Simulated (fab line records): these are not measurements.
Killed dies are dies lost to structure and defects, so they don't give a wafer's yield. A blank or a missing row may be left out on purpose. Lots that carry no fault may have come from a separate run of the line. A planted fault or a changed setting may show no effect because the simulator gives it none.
Chamber matching | flow n5-finfet | uv-cure-02 running N5_BEOL_M6_CURE_74: 3 sister chambers
The step cures SiCOH lowk, time 240 s. 16 wafers are shown with their chamber, then 8 later ones without.

== WAFERS, EACH WITH ITS CHAMBER ==
wafer  | chamber | wafer_temp_C_max | lamp-power-pct (%)
L079.1 | 0       | 386.8            | 52.33
L079.2 | 0       | 386.7            | 52.27
L079.6 | 0       | 386.6            | 52.35
L082.4 | 2       | 386.6            | 52.29
L082.5 | 2       | 386.4            | 52.33
L082.6 | 2       | 386.2            | 52.38
L083.1 | 0       | 386.6            | 52.36
L083.2 | 0       | 387.2            | 52.33
L083.6 | 0       | 386.8            | 52.28
L084.3 | 0       | 386.8            | 52.31
L084.5 | 0       | 386.5            | 52.36
L084.6 | 0       | 386.6            | 52.28
L086.1 | 1       | 387.4            | 52.25
L086.2 | 1       | 387.0            | 52.23
L086.3 | 1       | 387.5            | 52.24
L092.2 | 0       | 386.4            | 52.27

SIGNATURES (averages over the wafers above)
reading          | chamber 0 | chamber 1 | chamber 2 | scatter within a chamber
wafer_temp_C_max | 386.700   | 387.300   | 386.400   | 0.225
lamp-power-pct   | 52.3140   | 52.2400   | 52.3333   | 0.0356
Rule: distance of a wafer from a chamber = root of the sum over the readings of ((wafer's reading minus chamber's mean) / reading's scatter) squared. The wafer belongs to the nearest chamber; if the next one is less than 2 further off, it can't be placed. The scatter: take each reading less its chamber's mean, square it, sum over the shown wafers, divide by the number of wafers less the number of chambers, and take the root.

== WAFERS MISSING THEIR CHAMBER ==
wafer  | wafer_temp_C_max | lamp-power-pct (%)
L092.3 | 386.1            | 52.26
L092.4 | 386.6            | 52.22
L096.3 | 386.7            | 52.37
L096.5 | 386.5            | 52.29
L096.6 | 386.7            | 52.43
L097.1 | 387.8            | 52.31
L097.4 | 386.9            | 52.36
L097.5 | 387.6            | 52.42

== CHAMBER TAKEN BY EACH ==
wafer  | from the rows above          | in truth
L092.3 | can't be placed: 2 or 0      | 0
L092.4 | can't be placed: 0 or 1 or 2 | 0
L096.3 | can't be placed: 0 or 2      | 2
L096.5 | can't be placed: 0 or 2      | 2
L096.6 | can't be placed: 2 or 0      | 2
L097.1 | can't be placed: 1 or 0      | 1
L097.4 | can't be placed: 0 or 2      | 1
L097.5 | can't be placed: 0 or 1 or 2 | 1
0 of 8 placed correctly. From these rows, 8 cannot be placed; in 7 the true chamber is one of the candidates. 0 placed wrongly.
